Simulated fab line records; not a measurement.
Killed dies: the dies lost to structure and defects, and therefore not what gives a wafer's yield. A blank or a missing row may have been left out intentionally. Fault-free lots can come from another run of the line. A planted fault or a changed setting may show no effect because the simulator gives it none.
Problem report in the 8D (eight disciplines) form, filled by code :: flow nand-harc :: the parts of the form that need people (team, actions taken, sign-off) are left out

## 1. THE ISSUE
Wafers without a fault read 3.0, standard deviation 2.4; killed-at-periphery at NHARC_END_SORT_01 reads a mean of 211.6 on 9 wafers belonging to 3 lots. That puts it +87 standard deviations away from the usual mean.
First observed at day 21 09:57: wafer L115.1, on prober-01. Wafers with a number at this step in the record: 18, from 6 lots. Rule for "out" (also "out of limits"): further than 4 standard deviations from the usual mean. The rest of the wafers with a number are treated as sound.

## 2. WHAT IT IS AND WHAT IT IS NOT
question: which readings at this step
is: killed-at-periphery, defect-limited-yield, killed-dies, sort_bin_2_pct, sort_bin_3_pct, sort_bin_4_pct, sort-n-pass, sort-rim-yield-pct, sort-yield-pct
is not: killed-at-array, killed-at-other

question: which lots
is: L115, L116, L117
is not: L123, L124, L127

question: which wafers of those lots
is: all that have a number
is not: -

question: read on which gauges
is: prober-01, prober-02
is not: -

question: when
is: from day 21 09:57
is not: up to then (0 sound wafers); but 9 sound wafers of L123, L124, L127 came after

## 3. SUSPECTS, AND WHAT RULES EACH OUT
Counting: a tool stays on the suspect list if, at a process step up to the reading, it processed all lots that are out and no sound lot following the first of them.
- ruled out: the gauge at NHARC_END_SORT_01. 2 gauges (prober-01, prober-02) read the wafers that are out.
- ecd-cu-01 at NHARC_P_M2_ECD_22 (material Cu, target thk 400 nm): kept. It ran every lot that is out, first L116 (day 8 10:18), and no sound lot after that.
The count leaves ecd-cu-01 at NHARC_P_M2_ECD_22.

## 4. THE CAUSE (what the simulator had put in)
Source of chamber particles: ecd-cu-01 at NHARC_P_M2_ECD_22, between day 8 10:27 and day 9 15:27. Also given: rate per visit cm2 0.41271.
Only this tool survived the counting.

## 5. SEQUENCE OF EFFECTS, ordered by route
Each row: a reading where the mean over the struck wafers with a number is more than 3 standard deviations away from the usual. Only readings whose record carries a usual standard deviation are examined. hours: median over the lots of the time between each lot's start at the first step of this table that gives one and its start at this step. sigmas: the change, counted in usual standard deviations.
hours: 0
step: NHARC_END_SORT_01
reading: defect-limited-yield
usual: 95.4 %
on struck wafers: 65.3
change: -30.1
sigmas: -18

hours: 0
step: NHARC_END_SORT_01
reading: killed-at-periphery
usual: 3.0
on struck wafers: 211.6
change: +208.6
sigmas: +87

hours: 0
step: NHARC_END_SORT_01
reading: killed-dies
usual: 31
on struck wafers: 235
change: +204
sigmas: +17

hours: 0
step: NHARC_END_SORT_01
reading: sort_bin_2_pct
usual: 1.5 %
on struck wafers: 11.7
change: +10.2
sigmas: +15

hours: 0
step: NHARC_END_SORT_01
reading: sort_bin_3_pct
usual: 0.23 %
on struck wafers: 1.94
change: +1.71
sigmas: +7.8

hours: 0
step: NHARC_END_SORT_01
reading: sort_bin_4_pct
usual: 2.9 %
on struck wafers: 21.0
change: +18.1
sigmas: +16

hours: 0
step: NHARC_END_SORT_01
reading: sort-n-pass
usual: 646
on struck wafers: 442
change: -204
sigmas: -17

hours: 0
step: NHARC_END_SORT_01
reading: sort-rim-yield-pct
usual: 94 %
on struck wafers: 67
change: -27
sigmas: -8.3

hours: 0
step: NHARC_END_SORT_01
reading: sort-yield-pct
usual: 95.4 %
on struck wafers: 65.3
change: -30.1
sigmas: -18

## 6. WHAT WOULD HAVE CAUGHT IT SOONER
312 hours passed between the start of the fault at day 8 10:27 and the first reading out of limits at a measuring or inspecting step in this record, taken at day 21 09:57.
By day 21 09:57, every lot that is out (3) had started NHARC_P_M2_ECD_22 on ecd-cu-01. Holding the tool at that point would not have protected any of them.
